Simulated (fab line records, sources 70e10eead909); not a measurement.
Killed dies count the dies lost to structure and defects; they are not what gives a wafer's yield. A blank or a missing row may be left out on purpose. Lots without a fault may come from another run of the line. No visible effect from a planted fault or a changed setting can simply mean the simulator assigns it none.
Which tool is to blame? + flow nandHarc + 15 lots (45 wafers sampled), 1 step of a 1159-step route

== WHAT THE GAUGES SHOWED, per wafer ==
NHARC_A_M0_INSPECT_11.
| lot  | measured     | on               | rawDefectCount |
|------|--------------|------------------|----------------|
| L438 | day 18 00:26 | defectInspect-02 | 28 28 34       |
| L439 | day 18 01:00 | defectInspect-02 | 21 25 21       |
| L440 | day 18 12:31 | defectInspect-02 | 26 29 31       |
| L442 | day 18 12:41 | defectInspect-01 | 22 12 16       |
| L441 | day 18 21:58 | defectInspect-01 | 18 22 22       |
| L443 | day 19 07:11 | defectInspect-02 | 36 35 21       |
| L447 | day 20 00:13 | defectInspect-01 | 72 38 42       |
| L446 | day 20 00:41 | defectInspect-01 | 14 9 17        |
| L448 | day 20 04:59 | defectInspect-01 | 25 15 22       |
| L449 | day 20 08:17 | defectInspect-01 | 18 10 14       |
| L450 | day 20 11:50 | defectInspect-01 | 50 54 47       |
| L452 | day 20 20:10 | defectInspect-02 | 40 45 45       |
| L454 | day 21 13:29 | defectInspect-02 | 10 9 16        |
| L453 | day 21 13:53 | defectInspect-01 | 56 29 60       |
| L461 | day 23 03:45 | defectInspect-01 | 20 19 17       |

== TOOL THAT RAN EACH LOT (tool first, then ch and the chambers of the sampled wafers, then the start) ==
Record: no process step prior to these readings.

== AS READ BY THE TOOLS THEMSELVES (means over the sampled wafers that have a number; for cases with no such wafer, the mark the record gives instead) ==
The record holds no such reading with a usual standard deviation.

== THE ANSWER, worked out from the rows above alone ==
Rule: usual is defined by the lots themselves. The widest of any qualifying gaps counts: lots, ordered by their means at a reading, are off when they make up no more than a third of the lots, leave a main group of 4 or more, and stand apart from it by 3 or more times the standard deviation of that group's means. A main group is skipped when, at the precision printed for the reading in the tables above, its means are all equal. Also off: a lot with no number at a reading for which 4 or more lots have one. Any other lot the step has rows for is counted as sound. After the gauges, taken in route order, come the tools' own readings; for these a lot's mean is taken, as printed above. The first step at which some lot is off is used, and at that step the reading that is off furthest; a lot without a number counts as furthest.
No lot is off on any of the readings shown, so nothing can be concluded from this.

== WHAT THE SIMULATOR HAD PUT IN ==
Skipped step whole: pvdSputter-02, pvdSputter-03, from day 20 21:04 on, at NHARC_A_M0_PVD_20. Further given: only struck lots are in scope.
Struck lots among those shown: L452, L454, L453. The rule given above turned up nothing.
